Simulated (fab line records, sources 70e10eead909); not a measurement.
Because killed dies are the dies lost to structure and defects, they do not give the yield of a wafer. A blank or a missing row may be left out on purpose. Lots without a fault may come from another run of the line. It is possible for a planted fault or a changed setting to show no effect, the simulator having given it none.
fab line records | flow nand_harc | part 1 of 2: steps 1 to 16 of 24
[record] lots = 5 wafers = 15 last_day = 31
route steps=1302 shown A_CHANNEL_HOLE_D2@580
lots untouched by any fault: they come from a run of this same line in which no faults occurred
start_h: hours from the record's first day to the start of the lot's first wafer shown | wait_h: how many hours have passed since the lot's step before this one | " same as the row above | L1.1+2: a single row standing in for several wafers | - no value, or no start given | * or withheld: withheld | < > ~ a bound
route shown NAME@n: a module of which the file shows steps, and the number in the route of the first | usual: mean/standard deviation taken from wafers without a fault | same: alike in all rows | chamber/n: place in a boat | sites: each site's reading | _std_site: standard deviation across them | _edge_site: outer sites' mean less inner sites' | radius_mm: how far each site lies from the wafer's centre | mask NAME#n: copy n | behind: the most recent tool/chamber to have shaped the wafer | hold: reason for holding the lot/hours on hold/outcome of the hold | device: names the non-switching transistor (n, p or np) | end of line: tests of these same wafers at the route's end | for a step that has no rows: nothing shown but its recipe | killed: at the first sort, the dies lost to defects and structure; wafer yield is something else | map: per-die view of a wafer (x killed, . not killed, _ where there is no die)
set.NAME: the setting as run; set.NAME@STEP: as run at that earlier step | model.NAME: the simulator's own value behind a step, which no gauge read
a table for each step, a row for each wafer; lots at some steps of the route
services: a tool's chamber out of use, with start hour (start_h, from the record's first day; less than 0 if before it), hours out, and reason
[[steps]]
[step NHARC_A_CHANNEL_HOLE_D2_PEB_08]
[recipe] peb_temp_c = 100 peb_time_s = 65
// columns lot.wafer tool chamber start_h wait_h
L075.1+2+5 litho_track-01 0 300.00 0.1
L077.2+3+6 litho_track-01 0 316.91 0.1
L080.3+4+6 litho_track-01 0 363.39 0.0
L088.2+3+5 litho_track-04 0 426.99 0.1
L092.1+5+6 litho_track-01 0 478.49 0.1
[step NHARC_A_CHANNEL_HOLE_D2_DEVELOP_09]
[recipe] develop_time_s = 35 dev_temp_c = 23
[usual] developer_temp_C = 23.00/0.1
// columns lot.wafer tool chamber start_h wait_h developer_temp_C
L075.1 litho_track-01 0 - - 22.93
L075.2 " 0 " " 22.97
L075.5 " 0 " " 22.86
L077.2 litho_track-01 0 - - 23.02
L077.3 " 0 " " 22.97
L077.6 " 0 " " 22.89
L080.3 litho_track-01 0 - - 23.16
L080.4 " 0 " " 23.16
L080.6 " 0 " " 23.08
L088.2 litho_track-04 0 - - 23.04
L088.3 " 0 " " 22.94
L088.5 " 0 " " 22.85
L092.1 litho_track-01 0 - - 22.97
L092.5 " 0 " " 23.07
L092.6 " 0 " " 23.08
[step NHARC_A_CHANNEL_HOLE_D2_CD_MEAS_10]
[recipe] target_cd_nm = 100 landing_energy_ev = 500
[usual] cd_nm = 100.3/0.74
// columns lot.wafer tool chamber start_h wait_h cd_nm
L075.1 cd_sem-02 0 300.07 - 100.0
L075.2 " 0 " " 99.1
L075.5 " 0 " " 98.8
L077.2 cd_sem-02 0 317.00 - 99.0
L077.3 " 0 " " 100.6
L077.6 " 0 " " 100.0
L080.3 cd_sem-02 0 363.48 - 99.5
L080.4 " 0 " " 99.9
L080.6 " 0 " " 98.7
L088.2 cd_sem-01 0 427.08 - 100.7
L088.3 " 0 " " 101.6
L088.5 " 0 " " 101.1
L092.1 cd_sem-01 0 478.56 - 100.4
L092.5 " 0 " " 99.8
L092.6 " 0 " " 100.1
[step NHARC_A_CHANNEL_HOLE_D2_OVL_MEAS_11]
[usual] overlay_x_nm = -0.2/0.72 overlay_y_nm = -0.1/0.83
// columns lot.wafer tool chamber start_h wait_h overlay_x_nm overlay_y_nm
L075.1 overlay-01 - 300.16 - -0.6 0.1
L075.2 " - " " -0.2 0.5
L075.5 " - " " -0.1 -0.1
L077.2 overlay-02 - 317.08 - 1.6 -1.2
L077.3 " - " " 1.3 -1.4
L077.6 " - " " 0.8 -1.3
L080.3 overlay-01 - 363.56 - 0.9 -1.6
L080.4 " - " " 0.7 -1.8
L080.6 " - " " 1.0 -1.9
L088.2 overlay-01 - 427.16 - -0.3 0.0
L088.3 " - " " -0.1 -0.4
L088.5 " - " " -0.3 -0.8
L092.1 overlay-02 - 478.65 - -1.4 0.2
L092.5 " - " " -0.8 0.1
L092.6 " - " " -1.4 -0.3
[step NHARC_A_CHANNEL_HOLE_D2_INSPECT_12]
[usual] raw_defect_count = 28/22
// columns lot.wafer tool chamber start_h wait_h raw_defect_count
L075.1 defect_inspect-01 - 300.20 0.0 47
L075.2 " - " " 48
L075.5 " - " " 57
L077.2 defect_inspect-01 - 317.12 0.0 51
L077.3 " - " " 52
L077.6 " - " " 61
L080.3 defect_inspect-02 - 363.60 0.0 8
L080.4 " - " " 8
L080.6 " - " " 7
L088.2 defect_inspect-01 - 427.20 0.0 51
L088.3 " - " " 72
L088.5 " - " " 58
L092.1 defect_inspect-02 - 478.69 0.0 21
L092.5 " - " " 15
L092.6 " - " " 20
[step NHARC_A_CHANNEL_HOLE_D2_DESCUM_15]
[recipe] time_s = 3 o2_flow_sccm = 200 ar_flow_sccm = 0 bias_power_w = 0 chemistry = O2
[usual] drypump_motor_current_A = 5.9/0.35 oes_product_au = 1.002/0.012 rf_vpp_V = 57.8/0.9 showerhead_plenum_p_Torr = 1.92/0.071 throttle_valve_pct = 11.310/0.0084
// columns lot.wafer tool chamber start_h wait_h drypump_motor_current_A oes_product_au rf_hours_counter_h rf_vpp_V showerhead_plenum_p_Torr throttle_valve_pct
L075.2 rie_diel-05 0 300.26 0.1 6.0 0.975 2.9 58.1 1.96 11.309
L075.1 " 1 " " 5.9 1.007 2.8 58.1 2.01 11.320
L075.5 " 1 " " 5.9 0.998 - 58.6 2.01 11.316
L077.3 rie_diel-07 1 317.18 0.1 6.0 1.008 0.3 56.7 1.90 11.328
L077.2 " 2 " " 5.6 0.999 0.3 54.7 1.90 11.313
L077.6 " 2 " " 5.6 0.995 - 57.8 1.90 11.304
L080.3 rie_diel-05 0 363.68 0.1 6.0 0.987 6.6 59.5 1.96 11.308
L080.6 " 2 " " 5.4 1.003 - 58.0 1.90 11.307
L080.4 " 3 " " 6.4 1.037 - 58.1 1.95 11.306
L088.2 rie_diel-05 0 427.26 0.1 5.9 0.988 0.3 57.9 1.96 11.299
L088.3 " 1 " " 5.9 1.018 0.3 58.0 2.01 11.304
L088.5 " 1 " " 5.9 1.009 - 59.5 2.01 11.304
L092.1 rie_diel-05 0 478.78 0.1 6.0 0.984 4.2 58.6 1.96 11.309
L092.5 " 1 " " 5.9 1.011 - 59.5 2.00 11.306
L092.6 " 2 " " 5.4 0.999 - 58.0 1.89 11.308
[step NHARC_A_CHANNEL_HOLE_D2_ETCH_38]
[recipe] target_depth_a = 390 over_etch_frac = 0.3 time_s = 65 ion_energy_ev = 80 cf4_flow_sccm = 150 ar_flow_sccm = 0 rf_w = 300 bias_w = 100 chemistry = CF4
[usual] drypump_motor_current_A = 5.9/0.35 oes_product_au = 1.001/0.014 rf_vpp_V = 151.2/1.1 showerhead_plenum_p_Torr = 1.77/0.059 throttle_valve_pct = 13.284/0.0098
// columns lot.wafer tool chamber start_h wait_h drypump_motor_current_A oes_product_au rf_hours_counter_h rf_vpp_V showerhead_plenum_p_Torr throttle_valve_pct
L075.1 rie_diel-05 2 300.36 0.1 5.4 0.999 2.4 149.7 1.75 13.274
L075.2 " 3 " " 6.3 1.020 2.5 152.3 1.80 13.295
L075.5 " 1 " " 5.9 1.006 - 153.5 1.85 13.293
L077.3 rie_diel-07 2 317.27 0.1 5.6 0.990 0.3 152.4 1.76 13.290
L077.2 " 3 " " 5.4 1.014 0.3 151.6 1.79 13.272
L077.6 " 2 " " 5.6 0.995 - 151.2 1.76 13.290
L080.3 rie_diel-05 0 363.77 0.1 6.0 0.985 6.6 151.3 1.81 13.276
L080.6 " 0 " " 5.9 0.972 - 151.0 1.81 13.288
L080.4 " 2 " " 5.4 0.997 - 152.3 1.75 13.268
L088.3 rie_diel-05 0 427.35 0.1 6.0 0.992 0.3 151.1 1.81 13.297
L088.2 " 2 " " 5.4 1.010 0.3 151.6 1.75 13.279
L088.5 " 0 " " 6.0 0.999 - 151.5 1.81 13.310
L092.1 rie_diel-05 2 478.85 0.1 5.4 1.014 3.8 152.0 1.75 13.262
L092.6 " 0 " " 6.0 0.997 - 151.0 1.81 13.275
L092.5 " 1 " " 5.9 1.007 - 149.4 1.85 13.277
[step NHARC_A_CHANNEL_HOLE_D2_ETCH_39]
[recipe] target_depth_a = 2600 over_etch_frac = 0.3 time_s = 325 ion_energy_ev = 200 n2_flow_sccm = 150 h2_flow_sccm = 150 ar_flow_sccm = 0 rf_w = 400 bias_w = 150 chemistry = N2/H2
[usual] drypump_motor_current_A = 5.9/0.35 oes_product_au = 1.002/0.014 rf_vpp_V = 430.5/2.2 showerhead_plenum_p_Torr = 2.04/0.076 throttle_valve_pct = 14.170/0.0081
// columns lot.wafer tool chamber start_h wait_h drypump_motor_current_A oes_product_au rf_hours_counter_h rf_vpp_V showerhead_plenum_p_Torr throttle_valve_pct
L075.1 rie_diel-05 0 - - 6.0 0.965 3.0 431.7 2.10 14.174
L075.2 " 2 " " 5.4 0.993 2.5 430.6 2.02 14.173
L075.5 " 1 " " 6.0 1.006 - 435.1 2.14 14.171
L077.2 rie_diel-07 1 - - 6.0 1.010 0.4 429.9 2.03 14.174
L077.3 " 3 " " 5.4 1.016 0.4 429.8 2.06 14.148
L077.6 " 0 " " 6.3 1.032 - 431.5 2.09 14.170
L080.3 rie_diel-05 0 - - 6.0 0.973 6.7 430.8 2.09 14.156
L080.4 " 2 " " 5.4 1.005 - 429.1 2.02 14.162
L080.6 " 3 " " 6.3 1.008 - 431.8 2.08 14.170
L088.3 rie_diel-05 1 - - 5.9 1.004 0.4 432.2 2.14 14.161
L088.2 " 2 " " 5.4 1.021 0.3 430.2 2.02 14.174
L088.5 " 1 " " 6.0 0.998 - 432.6 2.14 14.168
L092.1 rie_diel-05 1 - - 5.9 1.000 4.2 434.4 2.14 14.170
L092.5 " 2 " " 5.4 0.998 - 431.4 2.02 14.154
L092.6 " 3 " " 6.4 0.993 - 429.5 2.08 14.195
[step NHARC_A_CHANNEL_HOLE_D2_ETCH_34]
[recipe] target_depth_a = 1540 time_s = 77 cf4_flow_sccm = 100 chf3_flow_sccm = 30 ar_flow_sccm = 0 rf_w = 500 bias_w = 200 chemistry = CF4/CHF3
[usual] drypump_motor_current_A = 5.9/0.34 oes_product_au = 0.958/0.023 rf_vpp_V = 370.6/2 showerhead_plenum_p_Torr = 1.57/0.054 throttle_valve_pct = 16.804/0.0092
// columns lot.wafer tool chamber start_h wait_h drypump_motor_current_A oes_product_au rf_hours_counter_h rf_vpp_V showerhead_plenum_p_Torr throttle_valve_pct
L075.2 rie_diel-05 0 - - 5.9 0.936 3.1 371.6 1.61 16.785
L075.1 " 2 " " 5.4 0.966 2.5 368.3 1.56 16.806
L075.5 " 3 " " 6.3 0.984 - 372.0 1.60 16.821
L077.2 rie_diel-07 0 - - 6.3 0.996 0.5 371.3 1.61 16.797
L077.3 " 1 " " 6.0 0.956 0.5 369.5 1.56 16.803
L077.6 " 1 " " 6.0 0.962 - 370.2 1.56 16.801
L080.3 rie_diel-05 0 - - 6.0 0.894 6.8 371.0 1.61 16.797
L080.6 " 2 " " 5.3 0.928 - 370.4 1.56 16.803
L080.4 " 3 " " 6.4 0.944 - 372.6 1.60 16.785
L088.3 rie_diel-05 2 - - 5.4 0.986 0.5 370.3 1.56 16.809
L088.2 " 1 " " 5.9 0.971 0.5 372.4 1.64 16.802
L088.5 " 3 " " 6.3 0.970 - 371.2 1.60 16.794
L092.1 rie_diel-05 2 - - 5.4 0.968 4.0 369.0 1.56 16.797
L092.5 " 2 " " 5.4 0.968 - 370.5 1.56 16.796
L092.6 " 3 " " 6.4 0.977 - 371.5 1.60 16.804
[step NHARC_A_CHANNEL_HOLE_D2_ETCH_16]
[recipe] target_depth_a = 31000 over_etch_frac = 0.3 time_s = 806 ion_energy_ev = 150 o2_flow_sccm = 400 cos_flow_sccm = 20 ar_flow_sccm = 0 rf_w = 500 bias_w = 300 chemistry = O2/COS
[usual] drypump_motor_current_A = 5.9/0.36 oes_product_au = 1.002/0.014 rf_vpp_V = 314.2/1.8 showerhead_plenum_p_Torr = 3.13/0.11 throttle_valve_pct = 28.330/0.0094
// columns lot.wafer tool chamber start_h wait_h drypump_motor_current_A oes_product_au rf_hours_counter_h rf_vpp_V showerhead_plenum_p_Torr throttle_valve_pct
L075.1 rie_diel-05 3 - - 6.3 1.024 2.8 314.7 3.18 28.327
L075.2 " 1 " " 5.9 1.009 3.1 318.2 3.27 28.333
L075.5 " 2 " " 5.4 0.995 - 313.8 3.10 28.320
L077.3 rie_diel-07 3 - - 5.4 1.012 0.5 314.8 3.15 28.327
L077.2 " 0 " " 6.3 1.032 0.6 315.7 3.19 28.331
L077.6 " 3 " " 5.4 1.012 - 317.0 3.15 28.321
L080.3 rie_diel-05 3 - - 6.4 1.018 5.4 314.5 3.18 28.341
L080.4 " 0 " " 6.0 0.982 - 313.8 3.20 28.317
L080.6 " 2 " " 5.4 1.004 - 313.0 3.09 28.321
L088.2 rie_diel-05 3 - - 6.4 1.009 0.6 316.5 3.17 28.332
L088.3 " 0 " " 6.0 0.985 0.6 314.7 3.20 28.311
L088.5 " 3 " " 6.4 1.002 - 315.9 3.17 28.339
L092.1 rie_diel-05 3 - - 6.4 0.997 4.3 314.0 3.17 28.327
L092.6 " 3 " " 6.4 0.997 - 315.5 3.17 28.335
L092.5 " 0 " " 6.0 0.991 - 314.6 3.20 28.328
[step NHARC_A_CHANNEL_HOLE_D2_CD_MEAS_18]
[usual] cd_nm = 99.9/2.6
// columns lot.wafer tool chamber start_h wait_h cd_nm
L075.1 cd_sem-02 - 301.38 - 97.1
L075.2 " - " " 97.4
L075.5 " - " " 101.0
L077.2 cd_sem-02 - 318.29 - 102.2
L077.3 " - " " 104.2
L077.6 " - " " 102.2
L080.3 cd_sem-03 - 364.98 - 94.5
L080.4 " - " " 98.5
L080.6 " - " " 99.1
L088.2 cd_sem-01 - 428.37 - 99.8
L088.3 " - " " 98.6
L088.5 " - " " 99.0
L092.1 cd_sem-02 - 479.87 - 99.1
L092.5 " - " " 98.7
L092.6 " - " " 97.6
[step NHARC_A_CHANNEL_HOLE_D2_ETCH_19]
[recipe] bias_v = 1200 source_w = 2500 pressure_mtorr = 15 time_s = 34.5 ar_flow_sccm = 375 c4f8_flow_sccm = 28.8 o2_flow_sccm = 96.2 temp_c = -20 target_depth_a = * chemistry = C4F8/O2/Ar
[usual] drypump_motor_current_A = 5.46/0.29 showerhead_plenum_p_Torr = 3.68/0.14 throttle_valve_pct = 37.037/0.0099
// columns lot.wafer tool chamber start_h wait_h drypump_motor_current_A rf_hours_counter_h showerhead_plenum_p_Torr throttle_valve_pct
L075.2 har_etch-02 1 301.45 0.1 5.67 371 3.77 37.059
L075.1 " 0 " " 5.23 356 3.64 37.029
L075.5 " 1 " " 5.67 - 3.77 37.042
L077.2 har_etch-01 0 318.36 0.1 5.13 165 3.65 37.035
L077.3 " 0 " " 5.12 - 3.65 37.047
L077.6 " 1 " " 5.80 - 3.57 37.035
L080.4 har_etch-01 0 366.95 2.0 5.13 - 3.64 37.035
L080.3 " 1 " " 5.81 - 3.55 37.024
L080.6 " 0 " " 5.14 - 3.64 37.040
L088.2 har_etch-02 0 428.44 0.1 5.22 19 3.97 37.028
L088.3 " 1 " " 5.70 - 3.73 37.051
L088.5 " 1 " " 5.69 - 3.73 37.046
L092.1 har_etch-02 1 479.96 0.1 5.66 53 3.72 37.026
L092.6 " 0 " " 5.20 - 3.95 37.029
L092.5 " 1 " " 5.67 - 3.71 37.039
[step NHARC_A_CHANNEL_HOLE_D2_ETCH_20]
[recipe] bias_v = 3000 source_w = withheld pressure_mtorr = 20 time_s = 361.9 ar_flow_sccm = 375 c4f8_flow_sccm = 89.3 o2_flow_sccm = 35.7 temp_c = -20 target_depth_a = 16000 chemistry = C4F8/O2/Ar
[usual] drypump_motor_current_A = 5.46/0.29 showerhead_plenum_p_Torr = 3.64/0.13 throttle_valve_pct = 32.156/0.0093
// columns lot.wafer tool chamber start_h wait_h drypump_motor_current_A rf_hours_counter_h showerhead_plenum_p_Torr throttle_valve_pct
L075.2 har_etch-02 1 301.57 0.1 5.68 371 3.73 32.145
L075.1 " 0 " " 5.23 356 3.60 32.143
L075.5 " 1 " " 5.66 - 3.72 32.172
L077.2 har_etch-01 0 318.47 0.1 5.14 165 3.61 32.160
L077.3 " 0 " " 5.14 - 3.61 32.156
L077.6 " 1 " " 5.80 - 3.53 32.149
L080.4 har_etch-01 0 367.13 0.2 5.13 - 3.60 32.132
L080.3 " 1 " " 5.80 - 3.52 32.164
L080.6 " 0 " " 5.13 - 3.60 32.157
L088.2 har_etch-02 0 428.55 0.1 5.23 19 3.92 32.144
L088.3 " 1 " " 5.69 - 3.69 32.156
L088.5 " 1 " " 5.67 - 3.69 32.158
L092.1 har_etch-02 1 480.11 0.1 5.70 53 3.67 32.151
L092.6 " 0 " " 5.24 - 3.90 32.165
L092.5 " 1 " " 5.67 - 3.67 32.163
[step NHARC_A_CHANNEL_HOLE_D2_ETCH_21]
[recipe] bias_v = 3000 source_w = withheld pressure_mtorr = 20 time_s = 514.3 ar_flow_sccm = 375 c4f8_flow_sccm = 89.3 o2_flow_sccm = 35.7 temp_c = -20 target_depth_a = 16000 chemistry = C4F8/O2/Ar
[usual] drypump_motor_current_A = 5.46/0.29 showerhead_plenum_p_Torr = 3.63/0.13 throttle_valve_pct = 32.154/0.0098
// columns lot.wafer tool chamber start_h wait_h drypump_motor_current_A rf_hours_counter_h showerhead_plenum_p_Torr throttle_valve_pct
L075.2 har_etch-02 1 301.89 0.3 5.66 371 3.72 32.153
L075.1 " 0 " " 5.20 356 3.60 32.146
L075.5 " 1 " " 5.69 - 3.72 32.146
L077.2 har_etch-01 0 318.79 0.3 5.12 165 3.61 32.154
L077.3 " 0 " " 5.13 - 3.61 32.141
L077.6 " 1 " " 5.78 - 3.53 32.150
L080.4 har_etch-01 0 367.48 0.3 5.14 - 3.60 32.153
L080.3 " 1 " " 5.81 - 3.52 32.146
L080.6 " 0 " " 5.13 - 3.60 32.152
L088.2 har_etch-02 0 428.87 0.3 5.22 20 3.92 32.165
L088.3 " 1 " " 5.68 - 3.69 32.175
L088.5 " 1 " " 5.68 - 3.69 32.167
L092.1 har_etch-02 1 480.44 0.3 5.69 54 3.67 32.156
L092.6 " 0 " " 5.22 - 3.90 32.157
L092.5 " 1 " " 5.69 - 3.67 32.143
[step NHARC_A_CHANNEL_HOLE_D2_ETCH_22]
[recipe] bias_v = 3000 source_w = withheld pressure_mtorr = 20 time_s = 666.7 ar_flow_sccm = 375 c4f8_flow_sccm = 89.3 o2_flow_sccm = 35.7 temp_c = -20 target_depth_a = 16000 chemistry = C4F8/O2/Ar
[usual] drypump_motor_current_A = 5.46/0.3 showerhead_plenum_p_Torr = 3.63/0.13 throttle_valve_pct = 32.154/0.0095
// columns lot.wafer tool chamber start_h wait_h drypump_motor_current_A rf_hours_counter_h showerhead_plenum_p_Torr throttle_valve_pct
L075.2 har_etch-02 1 302.33 0.4 5.67 372 3.72 32.166
L075.1 " 0 " " 5.22 357 3.60 32.165
L075.5 " 1 " " 5.72 - 3.72 32.133
L077.2 har_etch-01 0 319.23 0.4 5.12 166 3.61 32.144
L077.3 " 0 " " 5.12 - 3.61 32.152
L077.6 " 1 " " 5.82 - 3.53 32.149
L080.4 har_etch-01 0 367.97 0.4 5.13 - 3.60 32.158
L080.3 " 1 " " 5.81 - 3.52 32.142
L080.6 " 0 " " 5.12 - 3.60 32.150
L088.2 har_etch-02 0 429.30 0.4 5.22 20 3.92 32.176
L088.3 " 1 " " 5.71 - 3.69 32.145
L088.5 " 1 " " 5.71 - 3.69 32.154
L092.1 har_etch-02 1 480.90 0.4 5.70 54 3.67 32.158
L092.6 " 0 " " 5.22 - 3.90 32.154
L092.5 " 1 " " 5.71 - 3.67 32.144
[step NHARC_A_CHANNEL_HOLE_D2_ETCH_23]
[recipe] bias_v = 5000 source_w = withheld pressure_mtorr = 20 time_s = 819 ar_flow_sccm = 375 c4f8_flow_sccm = 89.3 o2_flow_sccm = 35.7 temp_c = -20 target_depth_a = 16000 chemistry = C4F8/O2/Ar
[usual] drypump_motor_current_A = 5.46/0.3 showerhead_plenum_p_Torr = 3.63/0.13 throttle_valve_pct = 32.155/0.0078
// columns lot.wafer tool chamber start_h wait_h drypump_motor_current_A rf_hours_counter_h showerhead_plenum_p_Torr throttle_valve_pct
L075.2 har_etch-02 1 302.90 0.5 5.71 372 3.72 32.150
L075.1 " 0 " " 5.20 357 3.60 32.159
L075.5 " 1 " " 5.71 - 3.72 32.149
L077.2 har_etch-01 0 319.79 0.5 5.14 166 3.61 32.158
L077.3 " 0 " " 5.13 - 3.61 32.138
L077.6 " 1 " " 5.82 - 3.53 32.167
L080.4 har_etch-01 0 368.57 0.5 5.12 - 3.60 32.143
L080.3 " 1 " " 5.80 - 3.52 32.150
L080.6 " 0 " " 5.14 - 3.60 32.155
L088.2 har_etch-02 0 429.87 0.5 5.21 21 3.92 32.155
L088.3 " 1 " " 5.65 - 3.69 32.145
L088.5 " 1 " " 5.69 - 3.69 32.161
L092.1 har_etch-02 1 481.49 0.5 5.69 55 3.67 32.165
L092.6 " 0 " " 5.22 - 3.90 32.144
L092.5 " 1 " " 5.70 - 3.67 32.154
